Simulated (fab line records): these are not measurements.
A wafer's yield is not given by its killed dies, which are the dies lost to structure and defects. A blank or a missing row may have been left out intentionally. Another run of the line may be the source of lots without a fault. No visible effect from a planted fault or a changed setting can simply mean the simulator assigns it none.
A lot that was struck, set against a sound lot :: flow nand-harc :: 15 steps out of a route of 1159
Sound: wafers L136.2, L136.4, L136.6. Struck: wafers L152.4, L152.6. (L152.5 of the same lot was not struck and is left out.) The cause comes at the end.
Order at every step that has rows: each side's tool, ch and its chambers, its first start. Under that, the readings that differ: sound wafers :: struck wafers :: difference of the means :: sigmas: that difference in standard deviations of wafers without a fault.
alike: words and numbers the same on both sides, and readings whose means are apart by under 2 such deviations; not compared: readings that were withheld, readings missing a value for some wafer, numbers with overlapping values and no deviation given by the record, and bounds like >300 which may hide the same value.
The two part at a step that has a row with sigmas, a row that says differs or no value, or rows on one side only. Non-overlapping numbers with no deviation appear without sigmas and do not part them. A reading that every wafer of one side lacks parts them only if that side has two wafers or more.

first, 7 steps without rows for these wafers: NHARC_P_STI_COAT_41 (time 65 s); NHARC_P_STI_COAT_03 (resist thk 600 nm); NHARC_P_STI_SOFTBAKE_04 (time 70 s); NHARC_P_STI_EBR_05; NHARC_P_STI_EXPOSE_06 (exposes mask P STI, target cd 200 nm); NHARC_P_STI_PEB_07 (peb time 80 s); NHARC_P_STI_DEVELOP_08 (time 50 s).
NHARC_P_STI_CD_MEAS_09: target cd 200 nm.
  sound on cd-sem-01 ch 0, day 3 02:02; struck on cd-sem-01 ch 0, day 7 04:50
  alike: cd-nm
NHARC_P_STI_OVL_MEAS_10:
  sound on overlay-02 at day 3 02:08; struck on overlay-02 at day 7 04:55
reading: overlay-x-nm (nm)
sound: -11 -11 -11
struck: 4 4
difference: +15
sigmas: +3
  alike: overlay-y-nm
NHARC_P_STI_INSPECT_11:
  sound on defect-inspect-02 at day 3 02:10; struck on defect-inspect-01 at day 7 04:58
  alike: raw-defect-count
then, 1 step without rows for these wafers: NHARC_P_STI_HARDBAKE_13 (time 65 s).
NHARC_P_STI_DESCUM_14: chemistry O2, time 3 s.
  sound on rie-diel-06 ch 1,2,3, day 3 02:19; struck on rie-diel-01 ch 0,1, day 7 05:07
  alike: drypump-motor-current-A, oes-product-au, rf-vpp-V, showerhead-plenum-p-Torr, throttle-valve-pct
  not compared: rf-hours-counter-h
NHARC_P_STI_ETCH_42: etches the open film in N2/H2, target depth 80 nm, overetch 24 nm, time 61 s.
  sound on rie-diel-06 ch 1,2, day 3 02:23; struck on rie-diel-01 ch 1,2, day 7 05:11
reading: oes-product-au (a.u.)
sound: 1.004 1.012 1.009
struck: 0.860 0.857
difference: -0.150
sigmas: -21
  alike: bias-w, drypump-motor-current-A, rf-vpp-V, showerhead-plenum-p-Torr, throttle-valve-pct
  not compared: rf-hours-counter-h
NHARC_P_STI_ETCH_31: etches the open film in CF4/CHF3, target depth 108.9 nm, time 54.5 s.
  sound: rie-diel-06 ch 1,3; struck: rie-diel-01 ch 1,3
  alike: bias-w, chf3-flow-sccm, drypump-motor-current-A, oes-product-au, rf-vpp-V, showerhead-plenum-p-Torr, throttle-valve-pct
  not compared: rf-hours-counter-h
following that, these wafers have no rows for 1 step: NHARC_END_SORT_01.

## WHERE THEY PART
At NHARC_P_STI_OVL_MEAS_10 first; at NHARC_P_STI_ETCH_42 last (within this record only). Later steps at which nothing parts them and some readings are alike: NHARC_P_STI_ETCH_31.

WHY: what had been put in by the simulator
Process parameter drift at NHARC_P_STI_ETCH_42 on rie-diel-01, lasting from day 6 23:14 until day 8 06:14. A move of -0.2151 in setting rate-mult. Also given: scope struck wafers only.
